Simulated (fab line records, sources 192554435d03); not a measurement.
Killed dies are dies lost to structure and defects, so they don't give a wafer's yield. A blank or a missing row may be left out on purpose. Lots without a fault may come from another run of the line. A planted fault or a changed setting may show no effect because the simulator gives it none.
Chamber matching | flow n5_finfet | N5_BEOL_M3_ALD_84 on ald_metal-02: 4 sister chambers
The step deposits TaN, pulse time 2 s, purge time 3 s, co reactant purge time 2 s. 14 wafers are shown with their chamber, then 7 later ones without.

WAFERS WITH THEIR CHAMBER
wafer  | chamber | heater_power_outer_w (W) | heater_power_w (W) | precursor_vessel_temp_c (C)
L076.3 | 1       | 251                      | 452                | 75.04
L076.5 | 0       | 262                      | 489                | 74.94
L076.6 | 3       | 275                      | 503                | 75.12
L077.2 | 1       | 256                      | 445                | 74.94
L077.3 | 0       | 264                      | 481                | 75.02
L077.4 | 2       | 212                      | 375                | 75.05
L079.2 | 0       | 259                      | 472                | 74.88
L079.3 | 2       | 204                      | 382                | 74.97
L079.6 | 1       | 261                      | 446                | 74.94
L086.1 | 1       | 255                      | 446                | 75.06
L086.2 | 3       | 279                      | 492                | 74.97
L086.6 | 1       | 254                      | 455                | 75.11
L091.2 | 1       | 257                      | 452                | 74.89
L091.4 | 2       | 213                      | 364                | 74.88

SIGNATURES (means of the wafers above)
reading                 | chamber 0 | chamber 1 | chamber 2 | chamber 3 | scatter within a chamber
heater_power_outer_w    | 261.67    | 255.67    | 209.67    | 277.00    | 3.53
heater_power_w          | 480.67    | 449.33    | 373.67    | 497.50    | 6.76
precursor_vessel_temp_c | 74.9467   | 74.9967   | 74.9667   | 75.0450   | 0.0849
Rule: a wafer's distance from a chamber is the root of the sum, over the readings, of the square of ((its reading less the chamber's mean) divided by the reading's scatter). The wafer belongs to the nearest chamber; if the next one is less than 2 further off, it can't be placed. The scatter: the root of (the sum of the squares of (reading less its chamber's mean) over the shown wafers, divided by (wafers less chambers)).

WAFERS WITHOUT THEIR CHAMBER
wafer  | heater_power_outer_w (W) | heater_power_w (W) | precursor_vessel_temp_c (C)
L091.6 | 260                      | 482                | 75.01
L094.1 | 263                      | 475                | 75.09
L094.5 | 246                      | 440                | 74.97
L094.6 | 206                      | 375                | 74.92
L095.1 | 262                      | 482                | 75.16
L095.2 | 207                      | 377                | 74.97
L095.5 | 260                      | 476                | 74.92

WHICH CHAMBER EACH WENT THROUGH
wafer  | from the rows above | in truth
L091.6 | 0                   | 0
L094.1 | 0                   | 0
L094.5 | 1                   | 1
L094.6 | 2                   | 2
L095.1 | 0                   | 0
L095.2 | 2                   | 2
L095.5 | 0                   | 0
Placed correctly: 7 of 7. Can't be placed from these rows: 0. Placed wrongly: 0.
